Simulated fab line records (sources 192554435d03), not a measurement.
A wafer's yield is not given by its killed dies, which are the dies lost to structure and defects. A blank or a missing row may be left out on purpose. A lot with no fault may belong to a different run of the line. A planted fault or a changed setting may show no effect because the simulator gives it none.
Struck lot and sound lot, side by side -- flow n5Finfet -- 15 steps out of a route of 1938
Sound: these wafers, L306.2, L306.3, L306.6. The struck wafers were L310.1, L310.4, L310.5. The cause is given at the end.
Order at every step that has rows: each side's tool, ch and its chambers, its first start. Under that, the readings that differ: sound wafers -- struck wafers -- difference of the means -- sigmas: that difference in standard deviations of wafers without a fault.
alike: same words and numbers on both sides, and readings whose means sit less than 2 such deviations apart. not compared: any withheld reading, any reading some wafer has no value for, any bound like >300 that may hide the same value, and any number with overlapping values for which the record gives no deviation.
The two part at a step that has a row with sigmas, a row that says differs or no value, or rows on one side only. Numbers that have no deviation but don't overlap get no sigmas and don't part them. A reading that every wafer of one side lacks parts them only if that side has two wafers or more.

N5_HKMG_FIN_ETCH_86: etches SOC in N2/H2, stops on TiN, target depth 393.2 nm.
  sound on rieDiel-05 ch 0,1,2, day 5 23:41; struck on rieDiel-06 ch 0,1,3, day 7 03:19
  alike: drypumpMotorCurrentA, oesProductAu, rfVppV, showerheadPlenumPTorr, throttleValvePct
  not compared: rfHoursCounterH
N5_HKMG_FIN_STRIP_89: strips SOC in N2/H2, time 20 s.
  sound on rieDiel-05 ch 0,1,2, day 5 23:45; struck on rieDiel-06 ch 0,1,3, day 7 03:22
  alike: drypumpMotorCurrentA, oesProductAu, rfVppV, showerheadPlenumPTorr, throttleValvePct
  not compared: rfHoursCounterH
then, 1 step without rows for these wafers: N5_HKMG_FIN_WET_ETCH_87 (etches TiN in SC1, time 154.2 s, target depth 4.7 nm, rinse time 30 s).
N5_HKMG_FIN_STRIP_88: strips in N2/H2, time 360 s.
  sound on plasmaAsher-02 ch 0,1, day 5 23:56; struck on plasmaAsher-02 ch 0,1, day 7 03:34
  alike: drypumpMotorCurrentA, heaterPowerW
  not compared: rfHoursCounterH
then, 1 step without rows for these wafers: N5_HKMG_FIN_NWFM_ALD_20 (deposits TiAlC, target thk 2 nm, pulse time 3 s, purge time 2 s).
N5_HKMG_FIN_ALD_71: deposits TiN, target thk 1 nm, pulse time 1 s, purge time 3 s.
  sound on aldMetal-01 ch 1,2,3, day 6 00:25; struck on aldMetal-02 ch 0,2,3, day 7 04:02
  alike: heaterPowerOuterW, heaterPowerW, precursorPulseHeightRel, susceptorTempC
then, 4 steps without rows for these wafers: N5_HKMG_FIN_COAT_66 (time 60 s, resist thk 300 nm); N5_HKMG_FIN_ETCH_67 (etches SOC in N2/H2, stops on TiN, target depth 388.9 nm); N5_HKMG_FIN_STRIP_90 (strips SOC in N2/H2, time 20 s); N5_HKMG_FIN_WET_ETCH_73 (etches the open film in SC1, time 42.3 s, target depth 1.3 nm, rinse time 30 s).
N5_HKMG_FIN_ETCHBACK_68: etches the open film in Cl2/Ar, stops on HfO2, target depth 0.5 nm.
  sound on rieMetal-03 ch 0,1, day 6 01:04; struck on rieMetal-01 ch 0,1, day 7 04:52
  alike: drypumpMotorCurrentA, heBacksideLeakSccm, oesProductAu, throttleValvePct
  not compared: rfHoursCounterH
then, 1 step without rows for these wafers: N5_HKMG_FIN_STRIP_69 (strips in N2/H2, time 360 s).
N5_HKMG_FIN_ALD_21: deposits TiN, target thk 1.5 nm, pulse time 1 s, purge time 3 s.
  sound on aldMetal-04 ch 0,2,3, day 6 01:36; struck on aldMetal-02 ch 0,3, day 7 05:23
reading,sound,struck,difference,sigmas
susceptorTempC (C),399.75 400.22 399.71,381.62 381.37 381.60,-18.36,-77
  alike: heaterPowerOuterW, heaterPowerW, precursorPulseHeightRel
then, 1 step without rows for these wafers: N5_HKMG_FIN_ALD_72 (deposits W, target thk 2 nm, pulse time 1 s, purge time 2 s).
-- the record jumps here: 4 days lie between the struck wafers' starts before and after (it left off in module HKMG_FIN and takes up again in module BEOL_M4, whose first step shown is number 1111 of the route) --
N5_BEOL_M4_RC_MEAS_101:
  sound on prober-02 ch 0, day 9 13:32; struck on prober-01 ch 0, day 11 01:46
  alike: DIBL_N, DIBL_P, IOFF_N, IOFF_P, ION_N, ION_P, SS_N, SS_P, VT_N, VT_P

## WHERE THEY PART
Only at N5_HKMG_FIN_ALD_21, within this record. Later steps at which nothing parts them and some readings are alike: N5_BEOL_M4_RC_MEAS_101.

WHY: whatever the simulator had introduced
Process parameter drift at N5_HKMG_FIN_ALD_21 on aldMetal-02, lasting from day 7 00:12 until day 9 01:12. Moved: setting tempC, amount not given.
